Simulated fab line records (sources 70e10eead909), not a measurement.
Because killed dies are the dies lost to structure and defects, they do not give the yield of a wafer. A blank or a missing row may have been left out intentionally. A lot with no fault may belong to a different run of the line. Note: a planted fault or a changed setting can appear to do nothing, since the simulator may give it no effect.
Chamber matching    flow nand-harc    3 sister chambers for NHARC_A_M1_PRE_CLEAN_32 on pecvd-02
The step time 12 s. 6 wafers are shown with their chamber, then 6 later ones without.

WAFERS PAIRED WITH THEIR CHAMBERS
wafer   chamber  heater-power-w (W)  rf-fwd-power-W (W)
L399.1  1        650                 292.2
L399.3  2        613                 292.6
L398.5  0        676                 292.2
L398.6  2        591                 291.3
L403.3  1        559                 292.0
L403.5  0        702                 292.2

WAFERS WHOSE CHAMBER IS MISSING
wafer   heater-power-w (W)  rf-fwd-power-W (W)
L403.6  557                 292.6
L410.2  620                 291.8
L410.5  579                 292.3
L418.1  664                 291.1
L418.2  633                 292.5
L418.6  618                 293.1

THE CHAMBER EACH PASSED THROUGH
wafer   from the rows above           in truth
L403.6  can't be placed: 1 or 2 or 0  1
L410.2  can't be placed: 2 or 1 or 0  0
L410.5  can't be placed: 1 or 2       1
L418.1  can't be placed: 0 or 2 or 1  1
L418.2  can't be placed: 1 or 2 or 0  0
L418.6  can't be placed: 1 or 2 or 0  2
Correctly placed: 0 of 6. Unplaceable from these rows: 6, with the true chamber sitting among the candidates in 6. Wrongly placed: 0.
How it was worked out, from the rows above alone: a wafer's distance from a chamber is the root of the sum, over the readings, of the square of ((its reading less the chamber's mean) divided by the reading's scatter). If the next closest chamber is less than 2 further off than the closest, the wafer can't be placed; otherwise it belongs to the closest. Each chamber's mean is taken over the wafers shown for it. The scatter is the square root of a quotient: the sum, over the shown wafers, of each reading's squared deviation from its chamber's mean, divided by wafers minus chambers.
